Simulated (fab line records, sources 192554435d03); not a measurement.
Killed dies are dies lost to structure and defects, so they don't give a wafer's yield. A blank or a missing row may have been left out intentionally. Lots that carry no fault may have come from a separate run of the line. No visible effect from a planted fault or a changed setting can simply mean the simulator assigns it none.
Which tool is to blame? | flow n5-finfet | 11 lots, 33 wafers sampled, at 1 step of a route of 1938

WHAT THE GAUGES READ, wafer by wafer
N5_FIN_SAQP_THK_MEAS_05. Usual: 37.8 nm for thk-nm, sd 0.55.
lot  | measured    | on            | thk-nm (nm)    | flag
L219 | day 1 21:49 | film-metro-02 | 37.7 38.0 37.9 |
L220 | day 2 03:07 | film-metro-01 | 37.4 37.9 38.2 |
L227 | day 3 22:03 | film-metro-01 | 36.8 37.8 37.6 |
L228 | day 4 03:55 | film-metro-02 | 37.7 38.4 38.6 |
L229 | day 4 09:22 | film-metro-02 | 37.3 37.8 38.2 |
L230 | day 4 15:16 | film-metro-01 | 38.0 38.3 37.6 |
L231 | day 4 22:10 | film-metro-02 | 38.3 36.9 37.7 |
L232 | day 5 04:48 | film-metro-01 | 37.6 37.2 37.1 |
L239 | day 6 22:58 | film-metro-02 | 37.6 38.6 38.1 |
L240 | day 7 03:10 | film-metro-01 | 38.9 38.5 37.9 |
L241 | day 7 08:58 | film-metro-02 | 37.8 38.2 38.4 |

TOOL THAT RAN EACH LOT (tool first, then ch and the chambers of the sampled wafers, then the start)
There is no process step in the record ahead of these readings.

AS READ BY THE TOOLS THEMSELVES (means over the sampled wafers that have a number; for cases with no such wafer, the mark the record gives instead)
The record holds no such reading with a usual standard deviation.

THE ANSWER, worked out from the rows above alone
Rule: a lot is off if the mean of its wafers that have a number lies more than 3 standard deviations from the usual mean. Also off: a lot with no number at a reading for which 4 or more lots have one. The other lots that the step has rows for count as sound. The gauges are gone through in route order, then the tools' own readings, and for those a lot's mean is taken as printed above. The first step at which some lot is off is used, and at that step the reading that is off furthest; a lot without a number counts as furthest.
None of the lots is off at any reading shown; this tells nothing.

WHAT THE SIMULATOR HAD PUT IN
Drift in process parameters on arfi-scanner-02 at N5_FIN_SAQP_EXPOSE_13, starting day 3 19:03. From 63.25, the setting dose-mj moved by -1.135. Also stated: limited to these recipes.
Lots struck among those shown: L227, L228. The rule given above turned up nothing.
